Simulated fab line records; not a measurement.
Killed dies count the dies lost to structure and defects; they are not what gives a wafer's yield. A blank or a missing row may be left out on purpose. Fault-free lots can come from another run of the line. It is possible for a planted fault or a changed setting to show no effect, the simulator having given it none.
Matching of chambers    flow n5Finfet    N5_BEOL_M8_CURE_75 on uvCure-03 has 3 sister chambers
The step cures SiCOH lowk, time 120 s. 20 wafers are shown with their chamber, then 10 later ones without.

== EACH WAFER AND ITS CHAMBER ==
wafer   chamber  wafer_temp_C_max  lampPowerPct (%)
L074.2  1        372.5             52.29
L074.3  1        372.0             52.30
L074.6  1        372.0             52.20
L079.2  1        372.6             52.34
L079.4  1        372.2             52.33
L079.6  1        371.7             52.36
L082.4  0        371.5             52.29
L082.5  0        371.6             52.28
L082.6  0        371.7             52.38
L081.2  2        371.3             52.26
L081.3  2        371.8             52.33
L081.5  2        371.6             52.25
L080.1  1        372.2             52.40
L080.2  1        371.9             52.27
L080.6  1        371.6             52.31
L086.2  2        371.1             52.27
L086.3  2        371.4             52.41
L086.4  2        372.7             52.27
L093.1  1        372.3             52.22
L093.2  1        372.2             52.29

SIGNATURES, as means of the wafers listed above
reading           chamber 0  chamber 1  chamber 2  scatter within a chamber
wafer_temp_C_max  371.600    372.109    371.650    0.39
lampPowerPct      52.3167    52.3009    52.2983    0.0587
Rule: for a wafer and a chamber, the distance is found by dividing, reading by reading, the gap between the wafer's reading and the chamber's mean by the reading's scatter, squaring, summing and taking the root. The wafer belongs to the nearest chamber; if the next one is less than 2 further off, it can't be placed. The scatter is the square root of a quotient: the sum, over the shown wafers, of each reading's squared deviation from its chamber's mean, divided by wafers minus chambers.

== WAFERS WHOSE CHAMBER IS MISSING ==
wafer   wafer_temp_C_max  lampPowerPct (%)
L093.4  372.5             52.29
L096.3  371.6             52.27
L096.5  371.6             52.37
L096.6  371.7             52.28
L095.1  372.3             52.30
L095.4  372.0             52.35
L095.5  372.7             52.31
L097.1  371.5             52.27
L097.5  371.6             52.41
L097.6  371.8             52.40

== WHICH CHAMBER EACH ONE RAN IN ==
wafer   from the rows above           in truth
L093.4  can't be placed: 1 or 2 or 0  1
L096.3  can't be placed: 2 or 0 or 1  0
L096.5  can't be placed: 0 or 2 or 1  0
L096.6  can't be placed: 2 or 0 or 1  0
L095.1  can't be placed: 1 or 2 or 0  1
L095.4  can't be placed: 1 or 0 or 2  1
L095.5  can't be placed: 1 or 2 or 0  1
L097.1  can't be placed: 2 or 0 or 1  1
L097.5  can't be placed: 0 or 2 or 1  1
L097.6  can't be placed: 0 or 2 or 1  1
0 of 10 placed correctly. From these rows, 10 cannot be placed; in 10 the true chamber is one of the candidates. 0 placed wrongly.
